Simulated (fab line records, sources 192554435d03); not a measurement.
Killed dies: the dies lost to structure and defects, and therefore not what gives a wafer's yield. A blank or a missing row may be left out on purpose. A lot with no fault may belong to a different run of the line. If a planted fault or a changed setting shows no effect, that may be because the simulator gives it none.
Matching of chambers || flow n5 finfet || 4 sister chambers for N5_HKMG_FIN_STRIP_34 on rie diel-04
The step strips in CF4. 4 wafers are shown with their chamber, then 8 later ones without.

WAFERS, EACH WITH ITS CHAMBER
{"wafer": "L077.1", "chamber": 0, "throttle valve pct (%)": 13.56}
{"wafer": "L088.2", "chamber": 3, "throttle valve pct (%)": 13.68}
{"wafer": "L088.5", "chamber": 2, "throttle valve pct (%)": 13.88}
{"wafer": "L089.2", "chamber": 1, "throttle valve pct (%)": 13.34}

WAFERS WITHOUT THEIR CHAMBER
{"wafer": "L089.3", "throttle valve pct (%)": 13.61}
{"wafer": "L089.6", "throttle valve pct (%)": 13.87}
{"wafer": "L090.1", "throttle valve pct (%)": 13.36}
{"wafer": "L090.2", "throttle valve pct (%)": 13.62}
{"wafer": "L090.3", "throttle valve pct (%)": 13.70}
{"wafer": "L097.2", "throttle valve pct (%)": 13.93}
{"wafer": "L097.3", "throttle valve pct (%)": 13.74}
{"wafer": "L097.6", "throttle valve pct (%)": 13.91}

WHICH CHAMBER EACH WENT THROUGH
{"wafer": "L089.3", "from the rows above": "can't be placed: 0 or 3", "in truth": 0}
{"wafer": "L089.6", "from the rows above": 2, "in truth": 2}
{"wafer": "L090.1", "from the rows above": 1, "in truth": 1}
{"wafer": "L090.2", "from the rows above": "can't be placed: 0 or 3", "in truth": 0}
{"wafer": "L090.3", "from the rows above": 3, "in truth": 3}
{"wafer": "L097.2", "from the rows above": 2, "in truth": 2}
{"wafer": "L097.3", "from the rows above": "can't be placed: 3 or 2", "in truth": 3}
{"wafer": "L097.6", "from the rows above": 2, "in truth": 2}
5 of 8 placed correctly. From these rows, 3 cannot be placed; in 3 the true chamber is one of the candidates. 0 placed wrongly.
How it was worked out, from the rows above alone: a wafer's distance from a chamber is the root of the sum, over the readings, of the square of ((its reading less the chamber's mean) divided by the reading's scatter). If the next closest chamber is less than 2 further off than the closest, the wafer can't be placed; otherwise it belongs to the closest. A chamber's mean is the mean of its shown wafers. The scatter: root of mean squared gap, hidden wafer to nearest shown wafer, with one shown wafer a chamber.
